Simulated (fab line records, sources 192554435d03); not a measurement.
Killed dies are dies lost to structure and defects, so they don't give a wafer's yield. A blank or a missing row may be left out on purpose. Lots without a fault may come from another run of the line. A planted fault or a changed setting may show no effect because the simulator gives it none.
Chamber matching | flow n5_finfet | N5_BEOL_M11_ETCH_65 on rie_diel-01: 4 sister chambers
The step etches SiARC in CF4, target depth 39 nm, time 65 s. 14 wafers are shown with their chamber, then 7 later ones without.

WAFERS WITH THEIR CHAMBER
wafer  | chamber | showerhead_plenum_p_Torr (Torr) | drypump_motor_current_A (A) | throttle_valve_pct (%)
L075.2 | 3       | 2.04                            | 6.5                         | 15.74
L075.3 | 0       | 2.13                            | 5.7                         | 15.92
L075.5 | 1       | 2.12                            | 6.1                         | 15.89
L078.1 | 0       | 2.13                            | 5.7                         | 15.92
L078.2 | 3       | 2.03                            | 6.5                         | 15.77
L078.3 | 2       | 2.20                            | 5.5                         | 16.07
L082.4 | 1       | 2.12                            | 6.0                         | 15.91
L082.5 | 3       | 2.03                            | 6.5                         | 15.79
L082.6 | 2       | 2.20                            | 5.5                         | 16.05
L081.2 | 0       | 2.13                            | 5.7                         | 15.94
L081.3 | 2       | 2.20                            | 5.5                         | 16.08
L081.5 | 3       | 2.03                            | 6.4                         | 15.78
L089.2 | 2       | 2.19                            | 5.5                         | 16.13
L089.4 | 0       | 2.12                            | 5.8                         | 15.97

SIGNATURES (means of the wafers above)
reading                  | chamber 0 | chamber 1 | chamber 2 | chamber 3 | scatter within a chamber
showerhead_plenum_p_Torr | 2.1275    | 2.1200    | 2.1975    | 2.0325    | 0.00474
drypump_motor_current_A  | 5.725     | 6.050     | 5.500     | 6.475     | 0.0447
throttle_valve_pct       | 15.9375   | 15.9000   | 16.0825   | 15.7700   | 0.026
Rule: a wafer's distance from a chamber is the root of the sum, over the readings, of the square of ((its reading less the chamber's mean) divided by the reading's scatter). The wafer belongs to the nearest chamber; if the next one is less than 2 further off, it can't be placed. The scatter: the root of (the sum of the squares of (reading less its chamber's mean) over the shown wafers, divided by (wafers less chambers)).

WAFERS WITHOUT THEIR CHAMBER
wafer  | showerhead_plenum_p_Torr (Torr) | drypump_motor_current_A (A) | throttle_valve_pct (%)
L089.5 | 2.11                            | 6.0                         | 15.98
L092.4 | 2.19                            | 5.5                         | 16.14
L092.5 | 2.03                            | 6.5                         | 15.79
L092.6 | 2.12                            | 5.7                         | 16.01
L094.1 | 2.10                            | 6.1                         | 15.52
L094.2 | 2.19                            | 5.5                         | 16.16
L094.3 | 2.03                            | 6.5                         | 15.81

WHICH CHAMBER EACH WENT THROUGH
wafer  | from the rows above | in truth
L089.5 | 1                   | 1
L092.4 | 2                   | 2
L092.5 | 3                   | 3
L092.6 | 0                   | 0
L094.1 | 1                   | 1
L094.2 | 2                   | 2
L094.3 | 3                   | 3
Placed correctly: 7 of 7. Can't be placed from these rows: 0. Placed wrongly: 0.
